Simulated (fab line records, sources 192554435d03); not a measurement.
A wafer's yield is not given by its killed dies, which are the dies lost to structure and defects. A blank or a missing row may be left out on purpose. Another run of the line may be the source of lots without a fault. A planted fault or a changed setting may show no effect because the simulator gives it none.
fab line records	flow n5-finfet	part 1 of 2: steps 1 to 24 of 30
record: lots: 5	wafers: 15	last-day: 18
route steps=1938 shown BEOL_M5@1188 BEOL_M6@1194
lots untouched by any fault: they come from a run of this same line in which no faults occurred
start-h: hours from the record's opening day to when the first of the lot's shown wafers began	wait-h: how many hours have passed since the lot's step before this one	" the same as in the row above	L1.1+2: a row that stands for several wafers	- no value present, or no start provided	* or withheld: withheld	< > ~ a bound
route shown NAME@n: NAME is a module with steps in the file, n the number in the route of the first one	usual: mean and standard deviation over wafers with no fault	same: alike in all rows	chamber/n: place in a boat	sites: readings site by site	_std_site: their standard deviation	_edge_site: outer sites' mean less inner sites'	radius-mm: how far each site lies from the wafer's centre	mask NAME#n: copy n	behind: tool/chamber where the wafer was last shaped	hold: why the lot was held/for how many hours/how that ended	device: the transistor (n, p or np) that didn't switch	end of line: the same wafers' tests at the end of the route	where a step has no rows: the recipe by itself	killed: dies that structure and defects cost at the first sort, which is not the same as the wafer's yield	map: a wafer's dies, x killed, . not, _ none there
set.NAME: the setting the step ran with; set.NAME@STEP: the setting that earlier step ran with	model.NAME: the simulator's own value behind a step, which no gauge read
certain route steps with their lots: each step a table, each wafer a row
services: a tool's chamber out of use, with start hour (start-h, from the record's first day; less than 0 if before it), hours out, and reason
== steps ==
step: N5_BEOL_M5_PRE_CLEAN_77
recipe: gas: NH3/H2	time-s: 15	temp-c: *	rf-power-w: 300
usual: heater-power-w: 95/22
lot.wafer	tool	chamber	start-h	wait-h	heater-power-w
L078.1	cvd-co-01	1	200.51	0.0	87
L078.5	"	2	"	"	84
L078.6	"	0	"	"	66
L079.3	cvd-co-01	1	224.89	0.0	86
L079.4	"	0	"	"	67
L079.6	"	1	"	"	87
L086.2	cvd-co-01	0	256.42	0.0	66
L086.3	"	2	"	"	85
L086.4	"	0	"	"	67
L085.1	cvd-co-01	0	260.77	0.0	67
L085.5	"	1	"	"	87
L085.6	"	2	"	"	83
L096.2	cvd-co-01	0	323.68	0.0	69
L096.4	"	0	"	"	69
L096.6	"	2	"	"	84
step: N5_BEOL_M5_CO_CAP_78
recipe: material: Co	target-thk-a: 20	temp-c: 200	precursor: CCTBA/H2	pressure-torr: 30	time-s: 102.1
usual: heater-power-w: 249/27
lot.wafer	tool	chamber	start-h	wait-h	heater-power-w
L078.1	cvd-co-01	1	200.55	0.0	241
L078.5	"	2	"	"	236
L078.6	"	0	"	"	211
L079.3	cvd-co-01	1	224.93	0.0	244
L079.4	"	0	"	"	217
L079.6	"	1	"	"	238
L086.2	cvd-co-01	0	256.46	0.0	215
L086.3	"	2	"	"	231
L086.4	"	0	"	"	214
L085.1	cvd-co-01	0	260.81	0.0	214
L085.5	"	1	"	"	237
L085.6	"	2	"	"	234
L096.2	cvd-co-01	0	323.72	0.0	212
L096.4	"	0	"	"	217
L096.6	"	2	"	"	232
step: N5_BEOL_M5_PRE_CLEAN_55
recipe: gas: NH3	time-s: 15	temp-c: withheld	rf-power-w: 300
lot.wafer	tool	chamber	start-h	wait-h
L078.1+5+6	pecvd-03	2,2,1	200.64	0.1
L079.3+4+6	pecvd-01	2,2,1	225.02	0.1
L086.2+3+4	pecvd-03	1,0,0	256.55	0.1
L085.1+5+6	pecvd-03	1,0,1	260.90	0.1
L096.2+4+6	pecvd-04	1,1,2	323.81	0.1
step: N5_BEOL_M5_DEP_56
recipe: material: SiCN	target-thk-a: 80	temp-c: withheld	precursor: 3MS/NH3	pressure-torr: 3	rf-w: 202	time-s: 14
usual: showerhead-plenum-p-Torr: 3.669/0.015	throttle-valve-pct: 9.0/0.66
lot.wafer	tool	chamber	start-h	wait-h	showerhead-plenum-p-Torr	throttle-valve-pct
L078.1	pecvd-03	2	200.66	0.0	3.648	9.3
L078.5	"	2	"	"	3.662	9.4
L078.6	"	1	"	"	3.674	8.2
L079.3	pecvd-01	2	225.05	0.0	3.650	9.2
L079.4	"	2	"	"	3.656	9.1
L079.6	"	1	"	"	3.665	9.5
L086.2	pecvd-03	1	256.57	0.0	3.676	8.0
L086.3	"	0	"	"	3.685	9.6
L086.4	"	0	"	"	3.691	9.8
L085.1	pecvd-03	1	260.93	0.0	3.678	8.3
L085.5	"	0	"	"	3.688	10.1
L085.6	"	1	"	"	3.674	8.3
L096.2	pecvd-04	1	323.84	0.0	3.661	9.3
L096.4	"	1	"	"	3.666	9.5
L096.6	"	2	"	"	3.651	8.3
step: N5_BEOL_M5_RS_MEAS_57
recipe: thk-meas-gauge: four-point-probe	reads: Co_of_BEOL_M5_CO_CAP_78+Cu_of_BEOL_M5_ECD_50+Co_of_BEOL_M5_CVD_47+TaN_of_BEOL_M5_ALD_86
usual: M5_RS: 0.391/0.0094
lot.wafer	tool	chamber	start-h	wait-h	M5_RS[ohm/sq]
L078.1	film-metro-02	-	200.73	0.0	0.409
L078.5	"	-	"	"	0.406
L078.6	"	-	"	"	0.398
L079.3	film-metro-01	-	225.11	0.1	0.380
L079.4	"	-	"	"	0.402
L079.6	"	-	"	"	0.404
L086.2	film-metro-01	-	256.64	0.1	0.405
L086.3	"	-	"	"	0.390
L086.4	"	-	"	"	0.393
L085.1	film-metro-01	-	260.99	0.0	0.381
L085.5	"	-	"	"	0.386
L085.6	"	-	"	"	0.377
L096.2	film-metro-01	-	323.90	0.1	0.403
L096.4	"	-	"	"	0.367
L096.6	"	-	"	"	0.389
step: N5_BEOL_M5_INSPECT_58
recipe: inspect-instrument: darkfield	mode: post-dep
usual: raw-defect-count: 68/22
lot.wafer	tool	chamber	start-h	wait-h	raw-defect-count
L078.1	defect-inspect-02	-	200.75	0.0	68
L078.5	"	-	"	"	56
L078.6	"	-	"	"	46
L079.3	defect-inspect-01	-	225.14	0.0	52
L079.4	"	-	"	"	105
L079.6	"	-	"	"	72
L086.2	defect-inspect-02	-	256.67	0.0	69
L086.3	"	-	"	"	91
L086.4	"	-	"	"	75
L085.1	defect-inspect-01	-	261.02	0.0	50
L085.5	"	-	"	"	52
L085.6	"	-	"	"	36
L096.2	defect-inspect-02	-	323.93	0.0	77
L096.4	"	-	"	"	120
L096.6	"	-	"	"	73
step: N5_BEOL_M6_ILD_DEP_00
recipe: material: SiCOH_lowk	target-thk-a: 1797.5	temp-c: 300	precursor: DEMS/porogen	pressure-torr: 5	rf-w: 500	time-s: 33.4
usual: heater-power-w: 313/64	showerhead-plenum-p-Torr: 5.739/0.019	throttle-valve-pct: 13.9/0.95
lot.wafer	tool	chamber	start-h	wait-h	heater-power-w	showerhead-plenum-p-Torr	throttle-valve-pct
L078.1	pecvd-03	2	200.79	0.0	331	5.721	14.3
L078.5	"	1	"	"	495	5.752	12.2
L078.6	"	0	"	"	299	5.762	14.7
L079.3	pecvd-01	0	225.18	0.0	313	5.750	14.7
L079.4	"	0	"	"	313	5.732	14.4
L079.6	"	1	"	"	384	5.750	14.8
L086.2	pecvd-01	0	256.70	0.0	287	5.758	14.3
L086.3	"	2	"	"	348	5.730	13.9
L086.4	"	0	"	"	294	5.736	14.4
L085.1	pecvd-02	2	261.06	0.0	268	5.719	13.0
L085.5	"	0	"	"	281	5.757	14.9
L085.6	"	1	"	"	256	5.716	13.4
L096.2	pecvd-02	0	323.97	0.0	293	5.760	14.9
L096.4	"	0	"	"	301	5.763	15.3
L096.6	"	2	"	"	266	5.722	13.6
step: N5_BEOL_M6_CURE_74
recipe: temp-c: 385	time-s: 240	ambient: He/Ar	material: SiCOH_lowk
usual: lamp-power-pct: 52.31/0.056	wafer_temp_C_max: 386.5/0.53
lot.wafer	tool	chamber	start-h	wait-h	lamp-power-pct	wafer_temp_C_max
L078.1	uv-cure-03	0	200.86	0.0	52.24	387.5
L078.5	"	0	"	"	52.20	387.2
L078.6	"	0	"	"	52.31	387.3
L079.3	uv-cure-02	1	225.40	0.2	52.24	386.2
L079.4	"	1	"	"	52.25	386.4
L079.6	"	1	"	"	52.31	386.4
L086.2	uv-cure-03	2	257.22	0.5	52.39	386.5
L086.3	"	2	"	"	52.40	386.5
L086.4	"	2	"	"	52.34	386.5
L085.1	uv-cure-01	1	261.12	0.0	52.29	385.6
L085.5	"	1	"	"	52.32	386.5
L085.6	"	1	"	"	52.39	386.1
L096.2	uv-cure-01	1	324.15	0.2	52.38	386.2
L096.4	"	1	"	"	52.35	386.4
L096.6	"	1	"	"	52.30	385.7
step: N5_BEOL_M6_THK_MEAS_01
recipe: reads: SiCOH_lowk_of_BEOL_M6_ILD_DEP_00
usual: M6_ILD_THK: 155.1/1.9
lot.wafer	tool	chamber	start-h	wait-h	M6_ILD_THK[nm]
L078.1	film-metro-02	-	201.37	0.4	156.5
L078.5	"	-	"	"	157.2
L078.6	"	-	"	"	156.7
L079.3	film-metro-01	-	225.75	0.3	153.4
L079.4	"	-	"	"	155.2
L079.6	"	-	"	"	154.5
L086.2	film-metro-01	-	257.65	0.4	155.9
L086.3	"	-	"	"	152.3
L086.4	"	-	"	"	157.2
L085.1	film-metro-01	-	261.63	0.4	153.3
L085.5	"	-	"	"	157.1
L085.6	"	-	"	"	157.4
L096.2	film-metro-01	-	324.59	0.4	153.8
L096.4	"	-	"	"	155.7
L096.6	"	-	"	"	157.3
step: N5_BEOL_M6_PECVD_70
recipe: material: SiO2	target-thk-a: 200	temp-c: 400	precursor: TEOS/O2	pressure-torr: 5.5	rf-w: 450	teos-flow-sccm: 53.8	gas: O2	flow-sccm: 3000	time-s: 22.7
usual: heater-power-w: 749/120	showerhead-plenum-p-Torr: 8.79/0.076	throttle-valve-pct: 22.6/1.5
lot.wafer	tool	chamber	start-h	wait-h	heater-power-w	showerhead-plenum-p-Torr	throttle-valve-pct
L078.1	pecvd-01	2	201.41	0.0	786	8.72	22.6
L078.5	"	2	"	"	793	8.69	22.8
L078.6	"	0	"	"	702	8.80	23.2
L079.3	pecvd-01	2	225.79	0.0	690	8.70	22.9
L079.4	"	0	"	"	705	8.83	23.3
L079.6	"	2	"	"	712	8.70	22.6
L086.2	pecvd-02	2	257.68	0.0	533	8.66	20.8
L086.3	"	0	"	"	754	8.84	24.6
L086.4	"	2	"	"	550	8.66	21.0
L085.1	pecvd-02	1	261.67	0.0	666	8.71	21.5
L085.5	"	0	"	"	739	8.86	24.2
L085.6	"	1	"	"	676	8.70	21.9
L096.2	pecvd-01	1	324.62	0.0	789	8.83	23.7
L096.4	"	2	"	"	802	8.71	22.6
L096.6	"	1	"	"	801	8.83	23.8
step: N5_BEOL_M6_HM_DEP_02
recipe: material: TiN	target-thk-a: 200	temp-c: 25	chamber-pressure-pa: 0.49996
usual: substrate-temp-c: 25.00/0.11	throttle-valve-pct: 29.6/1.2
lot.wafer	tool	chamber	start-h	wait-h	substrate-temp-c	throttle-valve-pct
L078.1	pvd-sputter-01	-	202.21	0.8	24.91	31.0
L078.5	"	-	"	"	24.74	29.9
L078.6	"	-	"	"	24.88	27.7
L079.3	pvd-sputter-02	-	227.44	1.6	24.91	27.5
L079.4	"	-	"	"	25.10	29.7
L079.6	"	-	"	"	25.13	29.6
L086.2	pvd-sputter-02	-	259.23	1.5	25.04	31.2
L086.3	"	-	"	"	24.92	29.7
L086.4	"	-	"	"	24.94	29.7
L085.1	pvd-sputter-01	-	263.30	1.6	24.97	29.7
L085.5	"	-	"	"	24.91	31.0
L085.6	"	-	"	"	25.04	27.4
L096.2	pvd-sputter-03	-	325.48	0.8	25.21	30.4
L096.4	"	-	"	"	24.95	31.0
L096.6	"	-	"	"	25.25	28.5
step: N5_BEOL_M6_COAT_59
recipe: resist: SOC	temp-c: 250	time-s: 60	spin-rpm: 1500	resist-thk-nm: 100
usual: dispense-pressure-kPa: 56/3.4
lot.wafer	tool	chamber	start-h	wait-h	dispense-pressure-kPa
L078.1	litho-track-03	0	202.34	0.1	50
L078.5	"	0	"	"	50
L078.6	"	0	"	"	50
L079.3	litho-track-01	0	227.57	0.1	59
L079.4	"	0	"	"	59
L079.6	"	0	"	"	59
L086.2	litho-track-01	0	259.35	0.1	59
L086.3	"	0	"	"	59
L086.4	"	0	"	"	59
L085.1	litho-track-01	0	263.43	0.1	59
L085.5	"	0	"	"	59
L085.6	"	0	"	"	59
L096.2	litho-track-01	0	325.61	0.1	59
L096.4	"	0	"	"	59
L096.6	"	0	"	"	59
step: N5_BEOL_M6_COAT_60
recipe: resist: SiARC	temp-c: 220	time-s: 60	spin-rpm: 1500	resist-thk-nm: 35
usual: dispense-pressure-kPa: 56/3.4
lot.wafer	tool	chamber	start-h	wait-h	dispense-pressure-kPa
L078.1	litho-track-03	0	-	-	50
L078.5	"	0	"	"	50
L078.6	"	0	"	"	50
L079.3	litho-track-01	0	-	-	59
L079.4	"	0	"	"	59
L079.6	"	0	"	"	59
L086.2	litho-track-01	0	-	-	59
L086.3	"	0	"	"	59
L086.4	"	0	"	"	59
L085.1	litho-track-01	0	-	-	59
L085.5	"	0	"	"	59
L085.6	"	0	"	"	59
L096.2	litho-track-01	0	-	-	59
L096.4	"	0	"	"	59
L096.6	"	0	"	"	59
step: N5_BEOL_M6_COAT_05
recipe: resist: CAR-ArF	spin-rpm: 1500	resist-thk-nm: 90
usual: dispense-pressure-kPa: 56/3.4
lot.wafer	tool	chamber	start-h	wait-h	dispense-pressure-kPa
L078.1	litho-track-03	0	-	-	50
L078.5	"	0	"	"	50
L078.6	"	0	"	"	50
L079.3	litho-track-01	0	-	-	59
L079.4	"	0	"	"	59
L079.6	"	0	"	"	59
L086.2	litho-track-01	0	-	-	59
L086.3	"	0	"	"	59
L086.4	"	0	"	"	59
L085.1	litho-track-01	0	-	-	59
L085.5	"	0	"	"	59
L085.6	"	0	"	"	59
L096.2	litho-track-01	0	-	-	59
L096.4	"	0	"	"	59
L096.6	"	0	"	"	59
step: N5_BEOL_M6_EBR_07
recipe: solvent: PGMEA	ebr-width-mm: 1.5
lot.wafer	tool	chamber	start-h	wait-h
L078.1+5+6	litho-track-03	0	-	-
L079.3+4+6	litho-track-01	0	-	-
L086.2+3+4	litho-track-01	0	-	-
L085.1+5+6	litho-track-01	0	-	-
L096.2+4+6	litho-track-01	0	-	-
step: N5_BEOL_M6_SOFTBAKE_06
recipe: temp-c: 110	time-s: 60	resist: CAR-ArF
lot.wafer	tool	chamber	start-h	wait-h
L078.1+5+6	litho-track-03	0	-	-
L079.3+4+6	litho-track-01	0	-	-
L086.2+3+4	litho-track-01	0	-	-
L085.1+5+6	litho-track-01	0	-	-
L096.2+4+6	litho-track-01	0	-	-
step: N5_BEOL_M6_EXPOSE_08
recipe: mask-id: M6	na: 1.35	source-shape: dipole	sigma-inner: 0.817	sigma-outer: 0.97	polarization: te	dose-mj: 68.25
usual: exposure-dose-mJ-cm2: 68.23/0.061
lot.wafer	tool	chamber	start-h	wait-h	mask	exposure-dose-mJ-cm2
L078.1	arfi-scanner-01	0	202.58	-	M6#0	68.25
L078.5	"	0	"	"	M6#0	68.25
L078.6	"	0	"	"	M6#0	68.14
L079.3	arfi-scanner-01	0	227.82	-	M6#0	68.22
L079.4	"	0	"	"	M6#0	68.16
L079.6	"	0	"	"	M6#0	68.22
L086.2	arfi-scanner-02	0	259.60	-	M6#0	68.28
L086.3	"	0	"	"	M6#0	68.20
L086.4	"	0	"	"	M6#0	68.25
L085.1	arfi-scanner-03	0	263.67	-	M6#0	68.29
L085.5	"	0	"	"	M6#0	68.31
L085.6	"	0	"	"	M6#0	68.34
L096.2	arfi-scanner-01	0	325.73	-	M6#0	68.20
L096.4	"	0	"	"	M6#0	68.34
L096.6	"	0	"	"	M6#0	68.16
step: N5_BEOL_M6_PEB_09
recipe: peb-temp-c: withheld	peb-time-s: 60	resist: CAR-ArF
same: peb-time-s: 60
lot.wafer	tool	chamber	start-h	wait-h
L078.1+5+6	litho-track-03	0	202.64	0.1
L079.3+4+6	litho-track-03	0	227.87	0.0
L086.2+3+4	litho-track-01	0	259.66	0.0
L085.1+5+6	litho-track-02	0	263.73	0.1
L096.2+4+6	litho-track-03	0	325.79	0.0
step: N5_BEOL_M6_DEVELOP_10
recipe: develop-time-s: 30	developer: TMAH	resist: CAR-ArF	rinse-liquid: diw	dry: air-spin	dev-temp-c: 23
same: develop-time-s: 30
lot.wafer	tool	chamber	start-h	wait-h
L078.1+5+6	litho-track-03	0	-	-
L079.3+4+6	litho-track-03	0	-	-
L086.2+3+4	litho-track-01	0	-	-
L085.1+5+6	litho-track-02	0	-	-
L096.2+4+6	litho-track-03	0	-	-
step: N5_BEOL_M6_CD_MEAS_11
recipe: target-cd-nm: 38.5	landing-energy-ev: 500	detector: se-inlens	polarity: opening
usual: cd-nm: 38.5/0.37
lot.wafer	tool	chamber	start-h	wait-h	cd-nm
L078.1	cd-sem-02	0	202.71	-	38.6
L078.5	"	0	"	"	38.2
L078.6	"	0	"	"	38.4
L079.3	cd-sem-01	0	227.94	-	39.3
L079.4	"	0	"	"	39.0
L079.6	"	0	"	"	39.0
L086.2	cd-sem-01	0	259.73	-	38.9
L086.3	"	0	"	"	38.4
L086.4	"	0	"	"	38.8
L085.1	cd-sem-01	0	263.80	-	38.8
L085.5	"	0	"	"	38.8
L085.6	"	0	"	"	38.9
L096.2	cd-sem-03	0	325.85	-	38.7
L096.4	"	0	"	"	38.8
L096.6	"	0	"	"	38.5
step: N5_BEOL_M6_OVL_MEAS_12
recipe: points-per-wafer: 44
usual: M6_OVL: 0.0/0.72
lot.wafer	tool	chamber	start-h	wait-h	M6_OVL[nm]
L078.1	overlay-01	0	202.74	0.0	-0.8
L078.5	"	0	"	"	-1.6
L078.6	"	0	"	"	0.1
L079.3	overlay-01	0	227.97	0.0	-0.1
L079.4	"	0	"	"	1.2
L079.6	"	0	"	"	0.7
L086.2	overlay-01	0	259.78	0.1	0.0
L086.3	"	0	"	"	0.3
L086.4	"	0	"	"	-0.1
L085.1	overlay-01	0	263.83	0.0	-0.7
L085.5	"	0	"	"	-0.6
L085.6	"	0	"	"	-0.1
L096.2	overlay-02	0	325.88	0.0	0.0
L096.4	"	0	"	"	-0.3
L096.6	"	0	"	"	0.5
step: N5_BEOL_M6_INSPECT_13
recipe: mode: adi	inspect-instrument: brightfield
usual: raw-defect-count: 395/110
lot.wafer	tool	chamber	start-h	wait-h	raw-defect-count
L078.1	defect-inspect-02	-	202.76	0.0	490
L078.5	"	-	"	"	1013
L078.6	"	-	"	"	449
L079.3	defect-inspect-02	-	227.99	0.0	413
L079.4	"	-	"	"	416
L079.6	"	-	"	"	470
L086.2	defect-inspect-01	-	259.80	0.0	395
L086.3	"	-	"	"	394
L086.4	"	-	"	"	441
L085.1	defect-inspect-02	-	263.86	0.0	330
L085.5	"	-	"	"	359
L085.6	"	-	"	"	297
L096.2	defect-inspect-01	-	325.91	0.0	394
L096.4	"	-	"	"	580
L096.6	"	-	"	"	378
step: N5_BEOL_M6_DESCUM_16
recipe: chemistry: O2	time-s: 7.9	source-power-w: 50	bias-power-w: 20	pressure-mtorr: 20	rf-frequency-hz: 2.712e+07	temp-c: 40	resist: CAR-ArF	o2-flow-sccm: 225
usual: bias-power-w: 20.00/0.057	drypump-motor-current-A: 6.1/0.36	oes-product-au: 0.82/0.081	rf-vpp-V: 243.0/1.2	showerhead-plenum-p-Torr: 2.08/0.054	throttle-valve-pct: 20.45/0.25
lot.wafer	tool	chamber	start-h	wait-h	bias-power-w	drypump-motor-current-A	oes-product-au	rf-hours-counter-h	rf-vpp-V	showerhead-plenum-p-Torr	throttle-valve-pct
L078.1	rie-diel-05	1	202.81	0.0	20.02	6.2	0.94	2	243.8	2.06	20.47
L078.5	"	2	"	"	19.90	6.3	0.79	-	242.3	2.03	20.17
L078.6	"	1	"	"	19.96	6.2	0.96	-	242.9	2.06	20.48
L079.3	rie-diel-05	3	228.03	0.0	20.00	6.2	0.70	226	243.0	2.15	20.82
L079.4	"	1	"	"	19.90	6.3	0.91	11	243.7	2.06	20.47
L079.6	"	0	"	"	19.93	6.0	0.82	-	241.0	2.02	20.16
L086.2	rie-diel-03	3	260.18	0.4	19.96	6.3	0.79	140	243.6	2.10	20.33
L086.3	"	0	"	"	20.00	5.7	0.82	99	244.0	2.11	20.69
L086.4	"	0	"	"	19.97	5.7	0.82	-	244.4	2.11	20.69
L085.1	rie-diel-05	2	263.95	0.1	19.94	6.3	0.77	112	241.4	2.02	20.21
L085.5	"	0	"	"	19.95	6.1	0.82	-	243.1	2.02	20.19
L085.6	"	1	"	"	19.98	6.2	0.87	-	240.9	2.05	20.48
L096.2	rie-diel-03	2	326.16	0.2	20.06	5.5	0.92	19	243.9	2.13	20.64
L096.4	"	3	"	"	19.89	6.3	0.76	166	242.4	2.09	20.40
L096.6	"	0	"	"	20.07	5.7	0.79	-	242.1	2.10	20.71
step: N5_BEOL_M6_ETCH_61
recipe: chemistry: CF4	target: SiARC	target-depth-a: 455	mask-material: CAR-ArF	time-s: 75.8	ion-energy-ev: 80	pressure-mtorr: 40	source-w: 545	bias-w: 36	Ar_flow_sccm: 100	cf4-flow-sccm: 100	ends: cleared
usual: bias-w: 35.99/0.11	drypump-motor-current-A: 6.1/0.36	etch-rf-on-time-s: 75.7/1	oes-product-au: 0.70/0.07	rf-vpp-V: 183.8/0.99	showerhead-plenum-p-Torr: 2.13/0.053	throttle-valve-pct: 15.62/0.25
lot.wafer	tool	chamber	start-h	wait-h	bias-w	drypump-motor-current-A	etch-rf-on-time-s	oes-product-au	rf-hours-counter-h	rf-vpp-V	showerhead-plenum-p-Torr	throttle-valve-pct
L078.1	rie-diel-05	1	202.84	0.0	36.05	6.2	76.9	0.80	2	183.9	2.10	15.51
L078.5	"	2	"	"	35.89	6.3	75.5	0.68	-	182.8	2.08	15.40
L078.6	"	1	"	"	35.81	6.2	76.2	0.80	-	182.3	2.10	15.50
L079.3	rie-diel-05	3	228.06	0.0	35.91	6.2	75.8	0.59	226	184.2	2.20	16.03
L079.4	"	1	"	"	35.86	6.2	75.8	0.77	11	183.5	2.10	15.52
L079.6	"	0	"	"	36.05	6.1	76.2	0.69	-	184.9	2.07	15.31
L086.2	rie-diel-03	3	260.22	0.0	35.90	6.3	76.1	0.66	140	182.9	2.14	15.54
L086.3	"	0	"	"	35.93	5.7	73.8	0.70	99	184.7	2.16	15.85
L086.4	"	0	"	"	35.89	5.7	73.9	0.70	-	185.7	2.16	15.85
L085.1	rie-diel-05	2	263.99	0.0	36.00	6.3	75.8	0.66	112	182.8	2.08	15.44
L085.5	"	0	"	"	35.93	6.1	76.3	0.69	-	184.3	2.07	15.33
L085.6	"	1	"	"	36.01	6.2	75.6	0.74	-	183.9	2.10	15.56
L096.2	rie-diel-03	2	326.19	0.0	36.06	5.5	74.3	0.79	19	185.0	2.19	15.78
L096.4	"	3	"	"	36.13	6.3	76.0	0.65	166	184.2	2.14	15.60
L096.6	"	0	"	"	35.84	5.7	74.0	0.68	-	185.0	2.15	15.91
